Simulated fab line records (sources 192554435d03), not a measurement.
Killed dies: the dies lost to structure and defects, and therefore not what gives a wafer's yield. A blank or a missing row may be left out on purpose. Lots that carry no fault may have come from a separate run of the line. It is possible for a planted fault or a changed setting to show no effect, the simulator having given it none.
Comparing a struck lot with a sound one | flow n5-finfet | 38 steps out of a route of 1938
Sound: wafers L849.4, L849.5, L849.6. Struck: wafer L844.3. (L844.2 of the same lot was not struck and is left out.) The cause comes at the end.
At each step with rows: each side's tool, then ch and its chambers, then its first start. Under that, the readings that differ: sound wafers | struck wafers | difference of the means | sigmas: that difference in standard deviations of wafers without a fault.
alike: readings whose means differ by less than 2 such deviations, and words and numbers that are the same on both sides. not compared: withheld readings, readings that some wafer has no value for, bounds like >300 that may hide the same value, and numbers for which the record gives no deviation and whose values overlap.
The two part at a step that has a row with sigmas, a row that says differs or no value, or rows on one side only. When numbers do not overlap yet have no deviation, they are printed without sigmas and do not part them. A reading missing from all wafers of one side parts the sides only when that side holds two or more wafers.

first, 9 steps without rows for these wafers: N5_BEOL_M9_DESCUM_33 (chemistry O2, time 7 s); N5_BEOL_M9_ETCH_76 (etches underlayer in N2/H2, target depth 6.5 nm, time 5.2 s); N5_BEOL_M9_ETCH_65 (etches SiARC in CF4, target depth 15.6 nm, time 26 s); N5_BEOL_M9_ETCH_66 (etches SOC in N2/H2, target depth 80 nm, overetch 16 nm, time 120 s); N5_BEOL_M9_STRIP_69 (strips in N2/H2); N5_BEOL_M9_STRIP_77 (strips in N2/H2); N5_BEOL_M9_VIA_ETCH_34 (etches SiCOH lowk in C4F6/O2, target depth 182.4 nm, time 68.4 s); N5_BEOL_M9_STRIP_73 (strips in C4F6/O2); N5_BEOL_M9_STRIP_36 (strips in N2/H2).
N5_BEOL_M9_TRENCH_ETCH_37: etches SiCOH lowk in C4F6/O2, target depth 151.43 nm, time 49 s.
  sound on rie-diel-02 ch 1,2,3, day 13 19:04; struck on rie-diel-01 ch 0, day 12 23:33
  reading                                    | sound             | struck | difference | sigmas
  bias-w (W)                                 | 184.7 184.3 184.6 | 186.1  | +1.6       | +3
  oes-product-au (a.u.)                      | 0.93 0.90 0.78    | 0.71   | -0.16      | -3
  showerhead-plenum-p-Torr (Torr)            | 2.90 2.80 2.75    | 3.00   | +0.18      | +2
  model.BEOL_M9.feature-depth-nm (nm)        | 153.6 153.2 152.4 | 121.8  | -31.3      |
  model.etch.depth-nm (nm)                   | 153.6 153.2 152.4 | 121.9  | -31.2      |
  model.TiN_of_BEOL_M9_HM_DEP_02.thk-nm (nm) | 15.8 15.8 16      | 16.6   | +0.7       |
  alike: C4F6_flow_sccm, drypump-motor-current-A, rf-vpp-V, throttle-valve-pct
  not compared: rf-hours-counter-h
then, 2 steps without rows for these wafers: N5_BEOL_M9_ETCH_41 (etches SiCN in CH3F/O2, target depth 36.6 nm, time 70.1 s); N5_BEOL_M9_STRIP_80 (strips in N2/H2, time 10 s).
N5_BEOL_M9_OCD_MEAS_38:
  sound on ocd-02 at day 13 19:14; struck on ocd-02 at day 12 23:43
  reading              | sound             | struck | difference | sigmas
  trench-depth-nm (nm) | 153.8 153.2 152.6 | 122.2  | -31.0      | -15
then, 13 steps without rows for these wafers: N5_BEOL_M9_HM_STRIP_39 (strips TiN in peroxide tin strip, target depth 25 nm, time 158 s); N5_BEOL_M9_SRD_40 (time 30 s); N5_BEOL_M9_PRECLEAN_42 (cleans in residue remover, time 60 s); N5_BEOL_M9_SRD_43 (time 30 s); N5_BEOL_M9_CURE_72 (cures SiCOH lowk, time 120 s); N5_BEOL_M9_DEGAS_44 (time 60 s); N5_BEOL_M9_PRE_CLEAN_45 (time 30 s); N5_BEOL_M9_ALD_74 (deposits TaN, target thk 2 nm, pulse time 2 s, purge time 3 s); N5_BEOL_M9_SURFACE_TREAT_79; N5_BEOL_M9_CVD_78 (deposits Co from CCTBA/H2, target thk 2 nm, time 138.9 s); N5_BEOL_M9_SPUTTER_48 (material Cu, target thk 12 nm, time 2 s); N5_BEOL_M9_ECD_50 (material Cu, target thk 318 nm); N5_BEOL_M9_ANNEAL_51 (time 90 s).
N5_BEOL_M9_CMP_52: polishes, stops on SiCOH lowk, t overpolish 7 s, target thk 140 nm.
  sound on cmp-01 ch 1,2, day 13 21:18; struck on cmp-04 ch 0, day 13 01:41
  reading                                | sound             | struck | difference | sigmas
  model.Cu_of_BEOL_M9_ECD_50.thk-nm (nm) | 141.8 142.4 144.2 | 109.6  | -33.2      |
  alike: motor-current-A, platen-rpm
N5_BEOL_M9_THK_MEAS_53: measures by xrf.
  sound on film-metro-02 at day 13 21:34; struck on film-metro-01 at day 13 01:59
  reading     | sound             | struck | difference | sigmas
  M9_THK (nm) | 145.0 144.9 146.4 | 109.8  | -35.6      | -14
then, 2 steps without rows for these wafers: N5_BEOL_M9_PRE_CLEAN_55 (time 15 s); N5_BEOL_M9_DEP_56 (deposits SiCN from 3MS/NH3, target thk 15 nm, time 26.5 s).
N5_BEOL_M9_RS_MEAS_57: measurement is done with a four-point probe.
  sound on film-metro-01 at day 13 21:42; struck on film-metro-01 at day 13 02:07
  reading        | sound                | struck | difference | sigmas
  M9_RS (ohm/sq) | 0.1485 0.1483 0.1462 | 0.1979 | +0.0502    | +19
then, 5 steps without rows for these wafers: N5_BEOL_M10_ILD_DEP_00 (deposits SiCOH lowk from DEMS/porogen, target thk 308.51 nm, time 58 s); N5_BEOL_M10_CURE_71 (cures SiCOH lowk, time 240 s); N5_BEOL_M10_PECVD_70 (deposits SiO2 from TEOS/O2, target thk 20 nm, time 22.7 s); N5_BEOL_M10_HM_DEP_02 (deposits TiN, target thk 20 nm); N5_BEOL_M10_COAT_59 (time 60 s, resist thk 100 nm).
N5_BEOL_M15_RC_MEAS_101:
  sound on prober-02 ch 0, day 15 21:38; struck on prober-02 ch 0, day 14 15:23
  reading                   | sound                | struck | difference | sigmas
  SERP_M14 (ohm/um)         | 0.1649 0.1625 0.1628 | 0.1577 | -0.0057    | -2
  SERP_M8 (ohm/um)          | 13.7 13.6 13.7       | 14.7   | +1.0       | +2
  SERP_M9 (ohm/um)          | 3.10 3.03 2.91       | 4.07   | +1.06      | +16
  SERP_M9_max_site (ohm/um) | 3.18 3.07 3.09       | 4.12   | +1.01      | +13
  alike: COMB_M10, COMB_M11, COMB_M12, COMB_M13, COMB_M14, COMB_M15, COMB_M5, COMB_M6, COMB_M7, COMB_M8, SERP_M10, SERP_M11, SERP_M12, SERP_M13, SERP_M13_max_site, SERP_M5, SERP_M6, SERP_M6_max_site, SERP_M7
N5_PASSIVATION_PROBE_49:
  sound wafers here have rows in the record (prober-01, day 16 11:55); struck ones have none

WHERE THEY PART
Last at N5_PASSIVATION_PROBE_49 as far as this record goes, first at N5_BEOL_M9_TRENCH_ETCH_37.

WHY: whatever the simulator had introduced
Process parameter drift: rie-diel-01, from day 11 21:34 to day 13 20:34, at N5_BEOL_M9_TRENCH_ETCH_37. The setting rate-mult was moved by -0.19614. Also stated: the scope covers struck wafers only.
